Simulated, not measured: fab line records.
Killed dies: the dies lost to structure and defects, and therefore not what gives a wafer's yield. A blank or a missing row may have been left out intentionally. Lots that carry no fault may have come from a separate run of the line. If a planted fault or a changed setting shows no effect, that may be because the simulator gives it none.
Which tool did it?    flow nand harc    14 lots with 42 wafers sampled at 4 steps, on a route of 1159 steps

WHAT THE GAUGES READ, wafer by wafer
The record holds no reading of a measuring or inspecting step that can be judged against a usual standard deviation.

WHICH TOOL RAN EACH LOT (tool, then ch and the chambers of the sampled wafers, then the start)
lot   NHARC_A_STAIRCASE_ETCH_15                      NHARC_A_STAIRCASE_TRIM_18                      NHARC_A_STAIRCASE_TRIM_24           NHARC_A_STAIRCASE_TRIM_26
L427  rie diel-11 ch 0,1,3, day 10 19:24 or earlier  rie diel-11 ch 0,1, day 10 19:24 or earlier    rie diel-13 ch 1,2,3, day 10 19:24  rie diel-13 ch 0,2, no start
L429  rie diel-11 ch 1,2,3, day 11 06:54 or earlier  rie diel-11 ch 0,1, day 11 06:54 or earlier    rie diel-07 ch 1,2, day 11 06:54    rie diel-07 ch 0,3, no start
L428  rie diel-11 ch 0,1,3, day 11 10:53 or earlier  rie diel-11 ch 1,2,3, day 11 10:53 or earlier  rie diel-11 ch 0,3, day 11 10:53    rie diel-11 ch 1,2,3, no start
L432  rie diel-11 ch 0,3, day 11 13:41 or earlier    rie diel-11 ch 1,3, day 11 13:41 or earlier    rie diel-07 ch 1,2,3, day 11 13:41  rie diel-07 ch 0,1, no start
L431  rie diel-11 ch 0,1,2, day 11 13:51 or earlier  rie diel-11 ch 2,3, day 11 13:51 or earlier    rie diel-13 ch 0,2, day 11 13:51    rie diel-13 ch 1,2, no start
L433  rie diel-07 ch 0,2, day 12 05:06 or earlier    rie diel-07 ch 0,2, day 12 05:06 or earlier    rie diel-07 ch 0,3, day 12 05:06    rie diel-07 ch 0,3, no start
L434  rie diel-11 ch 1,2,3, day 12 05:25 or earlier  rie diel-11 ch 0,2,3, day 12 05:25 or earlier  rie diel-11 ch 0,1,3, day 12 05:25  rie diel-11 ch 1,2,3, no start
L437  rie diel-13 ch 0,1,2, day 14 01:50 or earlier  rie diel-13 ch 0,2,3, day 14 01:50 or earlier  rie diel-07 ch 0,3, day 14 01:50    rie diel-07 ch 1,2,3, no start
L441  rie diel-13 ch 0,3, day 14 02:05 or earlier    rie diel-13 ch 0,1,3, day 14 02:05 or earlier  rie diel-13 ch 0,1,3, day 14 02:05  rie diel-13 ch 0,1, no start
L440  rie diel-11 ch 1,3, day 14 09:56 or earlier    rie diel-11 ch 0,2, day 14 09:56 or earlier    rie diel-11 ch 0,2, day 14 09:56    rie diel-11 ch 0,1,3, no start
L443  rie diel-11 ch 1,2, day 14 14:48 or earlier    rie diel-11 ch 0,3, day 14 14:48 or earlier    rie diel-11 ch 0,1,2, day 14 14:48  rie diel-11 ch 1,2,3, no start
L448  rie diel-07 ch 1,2,3, day 16 00:55 or earlier  rie diel-07 ch 1,2, day 16 00:55 or earlier    rie diel-13 ch 0,2,3, day 16 00:55  rie diel-13 ch 0,1,2, no start
L447  rie diel-07 ch 0,1,2, day 16 09:52 or earlier  rie diel-07 ch 1,2, day 16 09:52 or earlier    rie diel-13 ch 2,3, day 16 09:52    rie diel-13 ch 0,1,3, no start
L450  rie diel-13 ch 1,2,3, day 16 14:05 or earlier  rie diel-13 ch 0,2,3, day 16 14:05 or earlier  rie diel-13 ch 0,2, day 16 14:05    rie diel-13 ch 1,3, no start
- NHARC_A_STAIRCASE_ETCH_15: etches the open film in C4F8/O2, target depth 100 nm, time 40.5 s.
- NHARC_A_STAIRCASE_TRIM_18: chemistry O2, time 211.2 s.
- NHARC_A_STAIRCASE_TRIM_24: chemistry O2, time 211.2 s.
- NHARC_A_STAIRCASE_TRIM_26: chemistry O2, time 211.2 s.

AS READ BY THE TOOLS THEMSELVES (means over the sampled wafers that have a number; for cases with no such wafer, the mark the record gives instead)
NHARC_A_STAIRCASE_ETCH_15.
lot   tool         oes product au (a.u.)  rf vpp V (V)
L427  rie diel-11  0.952                  895
L429  rie diel-11  0.939                  898
L428  rie diel-11  0.954                  895
L432  rie diel-11  0.944                  893
L431  rie diel-11  0.944                  896
L433  rie diel-07  0.945                  895
L434  rie diel-11  0.942                  899
L437  rie diel-13  0.942                  902
L441  rie diel-13  0.928                  903
L440  rie diel-11  0.936                  898
L443  rie diel-11  0.953                  900
L448  rie diel-07  0.953                  896
L447  rie diel-07  0.940                  896
L450  rie diel-13  0.934                  902

NHARC_A_STAIRCASE_TRIM_18.
lot   tool         drypump motor current A (A)  o2 flow sccm (sccm)  oes product au (a.u.)  rf vpp V (V)  run length s (s)  showerhead plenum p Torr (Torr)  throttle valve pct (%)
L427  rie diel-11  6.0                          499.4                1.016                  56.9          233.0             3.56                             17.045
L429  rie diel-11  6.0                          499.5                1.014                  58.4          232.7             3.56                             17.036
L428  rie diel-11  6.3                          500.3                0.995                  58.7          232.2             3.61                             17.039
L432  rie diel-11  6.2                          498.4                1.005                  58.0          232.7             3.62                             17.041
L431  rie diel-11  6.3                          500.1                0.997                  57.3          231.8             3.60                             17.034
L433  rie diel-07  6.0                          501.2                1.007                  59.0          232.8             3.52                             17.032
L434  rie diel-11  5.9                          498.9                1.011                  58.7          232.4             3.49                             17.044
L437  rie diel-13  5.7                          499.0                1.012                  58.4          232.9             3.72                             17.029
L441  rie diel-13  5.6                          499.4                0.999                  58.6          232.5             3.72                             17.028
L440  rie diel-11  5.8                          500.4                1.012                  57.2          232.3             3.42                             17.036
L443  rie diel-11  5.8                          498.3                0.995                  57.3          232.4             3.44                             17.035
L448  rie diel-07  6.0                          501.5                1.008                  58.5          232.4             3.53                             17.034
L447  rie diel-07  5.9                          500.3                1.020                  57.4          232.7             3.53                             17.034
L450  rie diel-13  5.8                          500.0                1.004                  58.8          232.7             3.71                             17.041

NHARC_A_STAIRCASE_TRIM_24.
lot   tool         drypump motor current A (A)  o2 flow sccm (sccm)  oes product au (a.u.)  rf vpp V (V)  run length s (s)  showerhead plenum p Torr (Torr)  throttle valve pct (%)
L427  rie diel-13  5.7                          498.6                0.990                  58.6          232.7             3.72                             17.040
L429  rie diel-07  6.0                          500.5                1.010                  57.7          232.6             3.55                             17.033
L428  rie diel-11  5.6                          499.9                1.009                  57.4          232.5             3.39                             17.042
L432  rie diel-07  6.0                          500.0                1.010                  57.8          232.7             3.56                             17.039
L431  rie diel-13  5.8                          501.7                0.992                  58.6          232.8             3.75                             17.036
L433  rie diel-07  6.2                          500.1                0.998                  57.4          232.9             3.52                             17.041
L434  rie diel-11  5.9                          501.1                0.997                  56.9          232.4             3.50                             17.037
L437  rie diel-07  6.2                          499.9                0.996                  57.9          232.9             3.52                             17.041
L441  rie diel-13  5.6                          500.6                0.991                  58.2          232.6             3.72                             17.038
L440  rie diel-11  5.8                          500.4                1.005                  57.8          285.2             3.41                             17.042
L443  rie diel-11  6.1                          500.0                1.021                  57.6          258.8             3.53                             17.033
L448  rie diel-13  5.8                          498.5                1.006                  57.9          232.8             3.71                             17.038
L447  rie diel-13  5.7                          500.8                0.998                  58.2          232.6             3.69                             17.034
L450  rie diel-13  5.8                          501.1                0.996                  58.5          232.8             3.73                             17.041

NHARC_A_STAIRCASE_TRIM_26.
lot   tool         drypump motor current A (A)  o2 flow sccm (sccm)  oes product au (a.u.)  rf vpp V (V)  run length s (s)  showerhead plenum p Torr (Torr)  throttle valve pct (%)
L427  rie diel-13  5.9                          500.0                0.993                  58.4          233.0             3.74                             17.029
L429  rie diel-07  6.2                          498.3                0.990                  57.3          233.0             3.53                             17.042
L428  rie diel-11  6.2                          499.1                1.003                  58.7          232.2             3.61                             17.030
L432  rie diel-07  6.1                          499.8                1.004                  57.7          232.5             3.53                             17.049
L431  rie diel-13  5.9                          499.5                0.994                  57.8          232.9             3.71                             17.043
L433  rie diel-07  6.0                          500.1                0.997                  57.2          233.2             3.56                             17.031
L434  rie diel-11  6.2                          499.8                1.006                  58.0          232.3             3.61                             17.043
L437  rie diel-07  5.9                          500.4                1.003                  58.3          232.9             3.55                             17.036
L441  rie diel-13  5.6                          501.1                0.993                  58.0          232.6             3.71                             17.035
L440  rie diel-11  5.9                          498.5                1.010                  58.0          232.6             3.49                             17.029
L443  rie diel-11  6.3                          500.7                1.001                  57.5          232.2             3.60                             17.050
L448  rie diel-13  5.7                          499.7                0.999                  58.4          232.8             3.71                             17.043
L447  rie diel-13  5.6                          500.3                0.992                  57.2          232.8             3.71                             17.037
L450  rie diel-13  5.6                          501.5                1.001                  57.5          232.4             3.69                             17.043

THE ANSWER, worked out from the rows above alone
Rule: what is usual is taken from the lots themselves. The widest of any qualifying gaps counts: lots, ordered by their means at a reading, are off when they make up no more than a third of the lots, leave a main group of 4 or more, and stand apart from it by 3 or more times the standard deviation of that group's means. Not used: any main group whose means are identical at the precision the tables above print for the reading. Also off: a lot with no number at a reading for which 4 or more lots have one. Where the step has rows for the other lots, those lots are counted as sound. After the gauges, taken in route order, come the tools' own readings; for these a lot's mean is taken, as printed above. At the first step where some lot is off, the reading lying furthest off is the one used; lots without a number count as furthest.
Off at NHARC_A_STAIRCASE_TRIM_24 (run length s): L440, L443. Main group: mean 232.7 s, sd 0.15.
If a tool, at that step or one of the process steps before it, ran each lot that is off and ran no sound lot following the first of them, it fits. Because NHARC_A_STAIRCASE_ETCH_15 lacks a start for some lots, the hours and order of its lots are taken from NHARC_A_STAIRCASE_TRIM_24. Because NHARC_A_STAIRCASE_TRIM_18 lacks a start for some lots, the hours and order of its lots are taken from NHARC_A_STAIRCASE_TRIM_24. One fits: rie diel-11 at NHARC_A_STAIRCASE_ETCH_15 and NHARC_A_STAIRCASE_TRIM_18 and NHARC_A_STAIRCASE_TRIM_24. At NHARC_A_STAIRCASE_ETCH_15 its last sound lot is L434 (day 12 05:25), its first lot that is off L440 (day 14 09:56): a fault that began between those two fits.

WHAT THE SIMULATOR PUT IN
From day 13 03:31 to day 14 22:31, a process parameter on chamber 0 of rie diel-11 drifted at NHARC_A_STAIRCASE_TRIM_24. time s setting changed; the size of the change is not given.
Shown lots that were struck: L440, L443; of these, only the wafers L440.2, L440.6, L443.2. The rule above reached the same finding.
